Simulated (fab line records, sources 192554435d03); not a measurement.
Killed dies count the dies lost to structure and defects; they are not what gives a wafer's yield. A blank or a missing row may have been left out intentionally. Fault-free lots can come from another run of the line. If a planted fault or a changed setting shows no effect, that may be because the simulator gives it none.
The tool behind it: which one? | flow n5Finfet | 72 wafers from 24 lots sampled at 5 of the route's 1938 steps

WHAT THE GAUGES READ, wafer by wafer
N5_BEOL_M2_THK_MEAS_01. Usual: for M2_ILD_THK the level is 79.1 nm and the standard deviation is 1.
lot  | measured     | on           | M2_ILD_THK (nm) | flag
L075 | day 7 04:32  | filmMetro-01 | 79.0 79.3 79.5  | 
L076 | day 7 05:33  | filmMetro-02 | 80.6 80.8 80.7  | 
L074 | day 7 10:16  | filmMetro-02 | 79.9 81.0 80.1  | 
L077 | day 7 16:21  | filmMetro-02 | 79.3 81.1 79.3  | 
L078 | day 7 18:50  | filmMetro-02 | 77.9 80.0 78.8  | 
L079 | day 7 23:40  | filmMetro-01 | 77.3 79.7 79.7  | 
L080 | day 8 11:22  | filmMetro-02 | 77.9 79.5 79.9  | 
L081 | day 8 13:26  | filmMetro-02 | 78.9 80.5 79.7  | 
L083 | day 8 21:02  | filmMetro-02 | 78.0 78.6 78.3  | 
L082 | day 9 05:40  | filmMetro-02 | 78.4 78.5 80.3  | 
L084 | day 9 12:59  | filmMetro-02 | 78.5 79.2 80.7  | 
L085 | day 9 16:56  | filmMetro-02 | 78.3 77.1 78.4  | 
L086 | day 9 19:34  | filmMetro-02 | 78.6 79.6 79.5  | 
L088 | day 10 04:40 | filmMetro-02 | 77.4 78.5 79.8  | 
L089 | day 10 18:45 | filmMetro-01 | 79.9 80.1 80.8  | 
L087 | day 10 20:07 | filmMetro-02 | 77.9 77.9 79.3  | 
L090 | day 10 23:50 | filmMetro-02 | 77.4 77.4 78.6  | 
L092 | day 11 03:40 | filmMetro-02 | 77.9 78.9 79.6  | 
L091 | day 11 06:57 | filmMetro-02 | 77.9 78.2 78.7  | 
L093 | day 11 07:42 | filmMetro-02 | 78.0 79.1 79.6  | 
L095 | day 11 11:14 | filmMetro-02 | 78.8 79.5 80.0  | 
L094 | day 11 11:33 | filmMetro-02 | 78.4 80.2 79.4  | 
L096 | day 11 19:52 | filmMetro-02 | 77.6 78.2 78.8  | 
L097 | day 12 04:42 | filmMetro-01 | 79.7 80.7 80.1  | 

TOOL THAT RAN EACH LOT (tool first, then ch and the chambers of the sampled wafers, then the start)
lot  | N5_BEOL_M1_ETCH_41                           | N5_BEOL_M1_ANNEAL_89        | N5_BEOL_M1_ANNEAL_91        | N5_BEOL_M1_SPUTTER_94
L075 | rieDiel-02 ch 2,3, day 7 00:02 or earlier    | pvdSputter-01, day 7 00:02  | pvdSputter-01, day 7 00:29  | pvdSputter-01, day 7 01:12
L076 | rieDiel-04 ch 0,1,2, day 7 02:12 or earlier  | pvdSputter-02, day 7 02:12  | pvdSputter-02, day 7 02:25  | pvdSputter-02, day 7 02:47
L074 | rieDiel-04 ch 1,3, day 7 05:27 or earlier    | pvdSputter-03, day 7 05:27  | pvdSputter-03, day 7 05:40  | pvdSputter-03, day 7 06:02
L077 | rieDiel-05 ch 1,2, day 7 11:32 or earlier    | pvdSputter-02, day 7 11:32  | pvdSputter-02, day 7 11:46  | pvdSputter-02, day 7 12:07
L078 | rieDiel-02 ch 0,1, day 7 13:11 or earlier    | pvdSputter-01, day 7 13:11  | pvdSputter-01, day 7 13:37  | pvdSputter-01, day 7 14:20
L079 | rieDiel-02 ch 0,1,2, day 7 19:44 or earlier  | pvdSputter-01, day 7 19:44  | pvdSputter-01, day 7 19:57  | pvdSputter-01, day 7 20:19
L080 | rieDiel-04 ch 0,1, day 8 09:23 or earlier    | pvdSputter-02, day 8 09:23  | pvdSputter-02, day 8 09:37  | pvdSputter-02, day 8 09:58
L081 | rieDiel-04 ch 0,1,2, day 8 11:19 or earlier  | pvdSputter-02, day 8 11:19  | pvdSputter-02, day 8 11:32  | pvdSputter-02, day 8 11:53
L083 | rieDiel-04 ch 1,2,3, day 8 19:04 or earlier  | pvdSputter-01, day 8 19:04  | pvdSputter-01, day 8 19:17  | pvdSputter-01, day 8 19:38
L082 | rieDiel-02 ch 1,2,3, day 9 03:41 or earlier  | pvdSputter-01, day 9 03:41  | pvdSputter-01, day 9 03:55  | pvdSputter-01, day 9 04:16
L084 | rieDiel-02 ch 0,3, day 9 10:58 or earlier    | pvdSputter-01, day 9 10:58  | pvdSputter-01, day 9 11:11  | pvdSputter-01, day 9 11:33
L085 | rieDiel-04 ch 1,2,3, day 9 14:31 or earlier  | pvdSputter-03, day 9 14:31  | pvdSputter-03, day 9 14:44  | pvdSputter-03, day 9 15:06
L086 | rieDiel-05 ch 2,3, day 9 17:35 or earlier    | pvdSputter-02, day 9 17:35  | pvdSputter-02, day 9 17:49  | pvdSputter-02, day 9 18:10
L088 | rieDiel-02 ch 0,1,3, day 10 02:40 or earlier | pvdSputter-02, day 10 02:40 | pvdSputter-02, day 10 02:53 | pvdSputter-02, day 10 03:14
L089 | rieDiel-02 ch 1,2, day 10 16:46 or earlier   | pvdSputter-03, day 10 16:46 | pvdSputter-03, day 10 16:59 | pvdSputter-03, day 10 17:21
L087 | rieDiel-04 ch 0,1,3, day 10 17:14 or earlier | pvdSputter-02, day 10 17:14 | pvdSputter-02, day 10 17:27 | pvdSputter-02, day 10 17:49
L090 | rieDiel-05 ch 0,1,3, day 10 21:52 or earlier | pvdSputter-02, day 10 21:52 | pvdSputter-02, day 10 22:05 | pvdSputter-02, day 10 22:27
L092 | rieDiel-02 ch 0,1,2, day 11 01:41 or earlier | pvdSputter-02, day 11 01:41 | pvdSputter-02, day 11 01:55 | pvdSputter-02, day 11 02:16
L091 | rieDiel-04 ch 0,2,3, day 11 04:43 or earlier | pvdSputter-02, day 11 04:43 | pvdSputter-02, day 11 04:56 | pvdSputter-02, day 11 05:18
L093 | rieDiel-04 ch 0,1,2, day 11 05:19 or earlier | pvdSputter-01, day 11 05:19 | pvdSputter-01, day 11 05:32 | pvdSputter-01, day 11 05:53
L095 | rieDiel-02 ch 0,1,3, day 11 08:08 or earlier | pvdSputter-01, day 11 08:08 | pvdSputter-01, day 11 08:21 | pvdSputter-01, day 11 08:43
L094 | rieDiel-04 ch 0,1,2, day 11 09:34 or earlier | pvdSputter-02, day 11 09:34 | pvdSputter-02, day 11 09:47 | pvdSputter-02, day 11 10:08
L096 | rieDiel-02 ch 0,1, day 11 17:53 or earlier   | pvdSputter-03, day 11 17:53 | pvdSputter-03, day 11 18:06 | pvdSputter-03, day 11 18:28
L097 | rieDiel-05 ch 0,3, day 12 02:43 or earlier   | pvdSputter-02, day 12 02:43 | pvdSputter-02, day 12 02:56 | pvdSputter-02, day 12 03:17
- N5_BEOL_M1_ETCH_41: etches SiCN in CH3F/O2, target depth 31.9 nm, time 57.8 s.
- N5_BEOL_M1_ANNEAL_89: time 240 s.
- N5_BEOL_M1_ANNEAL_91: time 240 s.
- N5_BEOL_M1_SPUTTER_94: material Cu, target thk 4.5 nm, time 8.29 s.

AS READ BY THE TOOLS THEMSELVES (means over the sampled wafers that have a number; for cases with no such wafer, the mark the record gives instead)
N5_BEOL_M1_ETCH_41. Usual: drypumpMotorCurrentA 5.6 A, standard deviation 0.47; oesProductAu 0.82 a.u., standard deviation 0.096; rfFwdPowerW 391.3 W, standard deviation 1.9; rfVppV 297.4 V, standard deviation 1.8; showerheadPlenumPTorr 2.01 Torr, standard deviation 0.078; throttleValvePct 16.40 %, standard deviation 0.18.
lot  | tool       | drypumpMotorCurrentA (A) | oesProductAu (a.u.) | rfFwdPowerW (W) | rfVppV (V) | showerheadPlenumPTorr (Torr) | throttleValvePct (%) | flag
L075 | rieDiel-02 | 5.7                      | 0.95                | 391.6           | 297.9      | 2.01                         | 16.18                | 
L076 | rieDiel-04 | 5.3                      | 0.76                | 389.6           | 297.0      | 2.00                         | 16.50                | 
L074 | rieDiel-04 | 5.5                      | 0.74                | 392.5           | 296.2      | 1.97                         | 16.52                | 
L077 | rieDiel-05 | 6.0                      | 0.74                | 392.1           | 295.4      | 1.97                         | 16.49                | 
L078 | rieDiel-02 | 5.3                      | 0.91                | 391.2           | 296.8      | 1.99                         | 16.42                | 
L079 | rieDiel-02 | 5.5                      | 0.87                | 393.0           | 297.0      | 2.03                         | 16.35                | 
L080 | rieDiel-04 | 4.9                      | 0.87                | 390.4           | 298.8      | 2.08                         | 16.25                | 
L081 | rieDiel-04 | 5.4                      | 0.83                | 389.8           | 299.0      | 2.08                         | 16.36                | 
L083 | rieDiel-04 | 5.8                      | 0.79                | 390.4           | 296.2      | 2.01                         | 16.55                | 
L082 | rieDiel-02 | 5.6                      | 0.91                | 393.3           | 297.2      | 2.01                         | 16.24                | 
L084 | rieDiel-02 | 5.7                      | 0.79                | 390.8           | 296.2      | 1.98                         | 16.49                | 
L085 | rieDiel-04 | 5.8                      | 0.78                | 390.8           | 297.4      | 2.01                         | 16.55                | 
L086 | rieDiel-05 | 5.6                      | 0.83                | 391.5           | 297.0      | 2.00                         | 16.29                | 
L088 | rieDiel-02 | 5.5                      | 0.85                | 391.4           | 296.4      | 1.97                         | 16.43                | 
L089 | rieDiel-02 | 5.6                      | 0.86                | 392.7           | 299.0      | 2.06                         | 16.22                | 
L087 | rieDiel-04 | 5.4                      | 0.78                | 392.0           | 297.4      | 2.01                         | 16.45                | 
L090 | rieDiel-05 | 5.9                      | 0.74                | 391.1           | 298.3      | 1.99                         | 16.38                | 
L092 | rieDiel-02 | 5.6                      | 0.83                | 391.4           | 298.2      | 2.02                         | 16.39                | 
L091 | rieDiel-04 | 5.7                      | 0.83                | 389.8           | 298.2      | 2.06                         | 16.43                | 
L093 | rieDiel-04 | 5.4                      | 0.80                | 391.3           | 297.4      | 2.07                         | 16.41                | 
L095 | rieDiel-02 | 5.5                      | 0.84                | 391.8           | 296.8      | 1.97                         | 16.45                | 
L094 | rieDiel-04 | 5.4                      | 0.80                | 390.6           | 298.7      | 2.07                         | 16.41                | 
L096 | rieDiel-02 | 5.5                      | 0.77                | 390.7           | 296.9      | 1.98                         | 16.57                | 
L097 | rieDiel-05 | 5.7                      | 0.78                | 393.5           | 297.6      | 2.03                         | 16.25                | 

N5_BEOL_M1_ANNEAL_89. Usual: heaterPowerW reads 800 W (standard deviation 68).
lot  | tool          | heaterPowerW (W) | flag
L075 | pvdSputter-01 | 828              | 
L076 | pvdSputter-02 | 716              | 
L074 | pvdSputter-03 | 785              | 
L077 | pvdSputter-02 | 844              | 
L078 | pvdSputter-01 | 822              | 
L079 | pvdSputter-01 | 824              | 
L080 | pvdSputter-02 | 803              | 
L081 | pvdSputter-02 | 748              | 
L083 | pvdSputter-01 | 829              | 
L082 | pvdSputter-01 | 799              | 
L084 | pvdSputter-01 | 810              | 
L085 | pvdSputter-03 | 835              | 
L086 | pvdSputter-02 | 728              | 
L088 | pvdSputter-02 | 751              | 
L089 | pvdSputter-03 | 783              | 
L087 | pvdSputter-02 | 755              | 
L090 | pvdSputter-02 | 814              | 
L092 | pvdSputter-02 | 825              | 
L091 | pvdSputter-02 | 810              | 
L093 | pvdSputter-01 | 812              | 
L095 | pvdSputter-01 | 823              | 
L094 | pvdSputter-02 | 747              | 
L096 | pvdSputter-03 | 802              | 
L097 | pvdSputter-02 | 805              | 

N5_BEOL_M1_ANNEAL_91. Usual: heaterPowerW reads 799 W (standard deviation 68).
lot  | tool          | heaterPowerW (W) | flag
L075 | pvdSputter-01 | 830              | 
L076 | pvdSputter-02 | 719              | 
L074 | pvdSputter-03 | 780              | 
L077 | pvdSputter-02 | 826              | 
L078 | pvdSputter-01 | 831              | 
L079 | pvdSputter-01 | 838              | 
L080 | pvdSputter-02 | 813              | 
L081 | pvdSputter-02 | 743              | 
L083 | pvdSputter-01 | 818              | 
L082 | pvdSputter-01 | 797              | 
L084 | pvdSputter-01 | 800              | 
L085 | pvdSputter-03 | 844              | 
L086 | pvdSputter-02 | 735              | 
L088 | pvdSputter-02 | 745              | 
L089 | pvdSputter-03 | 786              | 
L087 | pvdSputter-02 | 748              | 
L090 | pvdSputter-02 | 812              | 
L092 | pvdSputter-02 | 833              | 
L091 | pvdSputter-02 | 802              | 
L093 | pvdSputter-01 | 798              | 
L095 | pvdSputter-01 | 827              | 
L094 | pvdSputter-02 | 747              | 
L096 | pvdSputter-03 | 800              | 
L097 | pvdSputter-02 | 802              | 

N5_BEOL_M1_SPUTTER_94. Usual: chamberPressurePa 0.07 Pa, standard deviation 0.00016; throttleValvePct 30.1 %, standard deviation 0.72.
lot  | tool          | chamberPressurePa (Pa) | throttleValvePct (%) | flag
L075 | pvdSputter-01 | 0.07                   | 30.8                 | 
L076 | pvdSputter-02 | 0.07                   | 30.0                 | 
L074 | pvdSputter-03 | 0.07                   | 29.9                 | 
L077 | pvdSputter-02 | 0.07                   | 29.9                 | 
L078 | pvdSputter-01 | 0.07                   | 30.5                 | 
L079 | pvdSputter-01 | 0.07                   | 30.5                 | 
L080 | pvdSputter-02 | 0.07                   | 29.9                 | 
L081 | pvdSputter-02 | 0.07                   | 30.0                 | 
L083 | pvdSputter-01 | 0.07                   | 30.4                 | 
L082 | pvdSputter-01 | 0.07                   | 30.1                 | 
L084 | pvdSputter-01 | 0.07                   | 30.0                 | 
L085 | pvdSputter-03 | 0.07                   | 29.7                 | 
L086 | pvdSputter-02 | 0.07                   | 29.6                 | 
L088 | pvdSputter-02 | 0.07                   | 30.2                 | 
L089 | pvdSputter-03 | 0.07                   | 29.8                 | 
L087 | pvdSputter-02 | 0.07                   | 30.0                 | 
L090 | pvdSputter-02 | 0.07                   | 30.1                 | 
L092 | pvdSputter-02 | 0.07                   | 30.3                 | 
L091 | pvdSputter-02 | 0.07                   | 29.8                 | 
L093 | pvdSputter-01 | 0.07                   | 29.9                 | 
L095 | pvdSputter-01 | 0.07                   | 30.5                 | 
L094 | pvdSputter-02 | 0.07                   | 30.2                 | 
L096 | pvdSputter-03 | 0.07                   | 29.6                 | 
L097 | pvdSputter-02 | 0.07                   | 29.8                 | 

THE ANSWER, worked out from the rows above alone
Rule: lot off if the mean of its wafers having a number is beyond 3 standard deviations from the usual mean. A lot without any number at a reading at which 4 lots or more have one is off too. Any other lot the step has rows for is counted as sound. The gauges are gone through in route order, then the tools' own readings, and for those a lot's mean is taken as printed above. At the first step where some lot is off, the reading lying furthest off is the one used; lots without a number count as furthest.
None of the lots is off at any reading shown; this tells nothing.

WHAT THE SIMULATOR PUT IN
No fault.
